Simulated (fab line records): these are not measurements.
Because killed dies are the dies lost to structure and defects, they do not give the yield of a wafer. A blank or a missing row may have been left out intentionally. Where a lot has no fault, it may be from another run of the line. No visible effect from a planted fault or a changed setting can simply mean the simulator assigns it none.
A lot that was struck, set against a sound lot || flow n5-finfet || 39 out of 1938 route steps
Sound: wafers L366.3, L366.4, L366.5. Struck: wafer L361.1 (L361.3, L361.5, from the same lot, were not struck and are left out); the cause is given at the end.
Each step with rows lists, per side, the tool, then ch with its chambers, then its first start. Under that, the readings that differ: sound wafers || struck wafers || difference of the means || sigmas: that difference in standard deviations of wafers without a fault.
alike: readings with means less than 2 such deviations apart, plus words and numbers identical on both sides. not compared: withheld readings, readings lacking a value on some wafer, bounds such as >300 that could conceal the same value, and numbers that have no deviation in the record and whose values overlap.
A row with sigmas, a row that says differs or no value, or rows on one side alone: a step with any of these is where the two part. When numbers do not overlap yet have no deviation, they are printed without sigmas and do not part them. Lack of a reading on every wafer of one side parts them only where that side has two or more wafers.

first, 9 steps without rows for these wafers: N5_DUMMY_GATE_COAT_09 (resist thk 30 nm); N5_DUMMY_GATE_EBR_11; N5_DUMMY_GATE_SOFTBAKE_10 (time 60 s); N5_DUMMY_GATE_EXPOSE_12 (exposes mask GATE, target cd 25 nm); N5_DUMMY_GATE_PEB_13 (peb time 60 s); N5_DUMMY_GATE_DEVELOP_14 (develop time 30 s); N5_DUMMY_GATE_DESCUM_20 (chemistry O2, time 6.2 s); N5_DUMMY_GATE_ETCH_29 (etches underlayer in N2/H2, target depth 13 nm); N5_DUMMY_GATE_ETCH_36 (etches SiARC in CF4, target depth 13 nm).
N5_DUMMY_GATE_ETCH_37: etches SOC in N2/H2, target depth 60 nm, overetch 30 nm.
  sound on rie-diel-04 ch 1,2,3, day 8 17:36; struck on rie-diel-01 ch 3, day 7 12:42
{"reading": "model.etch.depth-nm (nm)", "sound": "59.87 59.98 60.05", "struck": 51.09, "difference": -8.88, "sigmas": ""}
{"reading": "model.SiARC_of_DUMMY_GATE_COAT_35.thk-nm (nm)", "sound": "5 5 5", "struck": 7, "difference": "+2", "sigmas": ""}
  alike: drypump-motor-current-A, oes-product-au, rf-vpp-V, showerhead-plenum-p-Torr, throttle-valve-pct
  not compared: rf-hours-counter-h
then, 2 steps without rows for these wafers: N5_DUMMY_GATE_STRIP_38 (strips in N2/H2); N5_DUMMY_GATE_STRIP_39 (strips in N2/H2).
N5_DUMMY_GATE_TRIM_49: chemistry O2, time 29 s, target cd 14 nm.
  sound on rie-si-03 ch 1,2,3, day 8 17:41; struck on rie-si-02 ch 0, day 7 12:47
{"reading": "oes-product-au (a.u.)", "sound": "1.003 0.981 1.011", "struck": 1.038, "difference": "+0.040", "sigmas": "+2"}
{"reading": "model.DUMMY_GATE.cd-nm (nm)", "sound": "14.4 14 14", "struck": 15, "difference": "+1", "sigmas": ""}
  alike: drypump-motor-current-A, throttle-valve-pct
  not compared: rf-hours-counter-h
then, 1 step without rows for these wafers: N5_DUMMY_GATE_STRIP_40 (strips in CF4).
N5_DUMMY_GATE_CD_MEAS_50 targets a cd of 14 nm.
  sound on cd-sem-02, day 8 18:07; struck on cd-sem-01, day 7 12:58
{"reading": "cd-nm (nm)", "sound": "14.52 14.04 14.09", "struck": 15.10, "difference": "+0.88", "sigmas": "+3"}
N5_DUMMY_GATE_ETCH_31: etches SiO2 in C4F6/O2, target depth 82.5 nm, time 27.5 s.
  sound on rie-diel-02 ch 0,3, day 8 18:10; struck on rie-diel-01 ch 3, day 7 13:01
{"reading": "oes-product-au (a.u.)", "sound": "0.93 0.85 0.83", "struck": 0.40, "difference": -0.47, "sigmas": -5}
  alike: C4F6_flow_sccm, drypump-motor-current-A, rf-vpp-V, showerhead-plenum-p-Torr, throttle-valve-pct
  not compared: rf-hours-counter-h
then, 1 step without rows for these wafers: N5_DUMMY_GATE_STRIP_41 (strips in O2).
N5_DUMMY_GATE_HM_OPEN_21: chemistry CH3F/O2, target SiNx, target depth 120 nm, time 171.4 s.
  sound on rie-diel-02 ch 0,3, day 8 18:14; struck on rie-diel-01 ch 3, day 7 13:05
{"reading": "oes-product-au (a.u.)", "sound": "0.92 0.84 0.83", "struck": 0.27, "difference": -0.59, "sigmas": -7}
{"reading": "throttle-valve-pct (%)", "sound": "16.54 16.08 16.07", "struck": 16.62, "difference": "+0.39", "sigmas": "+2"}
  alike: drypump-motor-current-A, rf-vpp-V, showerhead-plenum-p-Torr
  not compared: rf-hours-counter-h
then, 2 steps without rows for these wafers: N5_DUMMY_GATE_ETCH_32 (etches SiO2 in CF4, target depth 3.5 nm, time 3.9 s); N5_DUMMY_GATE_ETCH_23 (etches poly-Si in HBr/Cl2/O2, target depth 41 nm, time 22.3 s).
N5_DUMMY_GATE_ETCH_44: etches poly-Si in HBr/O2, stops on SiO2, target depth 127.5 nm.
  sound on rie-si-02 ch 0,1,2, day 8 18:30; struck on rie-si-03 ch 3, day 7 13:20
{"reading": "drypump-motor-current-A (A)", "sound": "6.5 5.8 6.4", "struck": 5.2, "difference": -1.0, "sigmas": -3}
{"reading": "oes-product-au (a.u.)", "sound": "0.737 0.743 0.730", "struck": 0.368, "difference": -0.369, "sigmas": -31}
  alike: throttle-valve-pct
  not compared: rf-hours-counter-h
N5_DUMMY_GATE_CD_MEAS_24 targets a cd of 15 nm.
  sound on cd-sem-02, day 8 18:37; struck on cd-sem-02, day 7 13:27
  not compared: cd-nm
N5_DUMMY_GATE_ETCH_42: etches SiO2 in CHF3/O2, target depth 3.5 nm, time 31 s.
  sound on rie-diel-04 ch 0,1,3, day 8 18:39; struck on rie-diel-04 ch 2, day 7 13:30
{"reading": "model.DUMMY_GATE.cd-nm (nm)", "sound": "15.2 14.8 15", "struck": 16, "difference": "+1", "sigmas": ""}
  alike: drypump-motor-current-A, oes-product-au, rf-vpp-V, showerhead-plenum-p-Torr, throttle-valve-pct
  not compared: rf-hours-counter-h
then, 14 steps without rows for these wafers: N5_DUMMY_GATE_STRIP_48 (strips in N2/H2, time 20 s); N5_DUMMY_GATE_PRECLEAN_33 (cleans in dHF, time 10 s); N5_DUMMY_GATE_PRECLEAN_25 (cleans in O3/DIW, time 45 s); N5_DUMMY_GATE_PRECLEAN_51 (cleans in SC2, time 45 s); N5_DUMMY_GATE_SRD_26 (time 30 s); N5_DUMMY_GATE_UV_OZONE_45 (time 120 s); N5_SPACER0_ALD_07 (deposits SiNx, target thk 2 nm); N5_SPACER0_ALD_00 (deposits SiOCN, target thk 3.5 nm, pulse time 3 s, purge time 2 s); N5_SPACER0_ALD_08 (deposits SiNx, target thk 2 nm); N5_SD_EPI_N_COAT_32 (time 60 s, resist thk 350 nm); N5_SD_EPI_N_COAT_33 (time 60 s, resist thk 35 nm); N5_SD_EPI_N_COAT_03 (resist thk 150 nm); N5_SD_EPI_N_EBR_05; N5_SD_EPI_N_SOFTBAKE_04 (time 60 s).
N5_BEOL_M4_RC_MEAS_101:
  the record has rows for the sound wafers here (prober-02 ch 0, day 16 00:58) and none for the struck ones
-- the record jumps here: 12 days lie between the struck wafers' starts before and after (it left off in module BEOL_M4 and takes up again in module PASSIVATION, whose first step shown is number 1936 of the route) --
N5_PASSIVATION_PROBE_49:
  only the struck wafers here have rows in the record (prober-02, day 19 04:50); the sound ones have none

== WHERE THEY PART ==
Earliest at N5_DUMMY_GATE_TRIM_49; latest, in this record, at N5_PASSIVATION_PROBE_49.

WHY: what the simulator had put in
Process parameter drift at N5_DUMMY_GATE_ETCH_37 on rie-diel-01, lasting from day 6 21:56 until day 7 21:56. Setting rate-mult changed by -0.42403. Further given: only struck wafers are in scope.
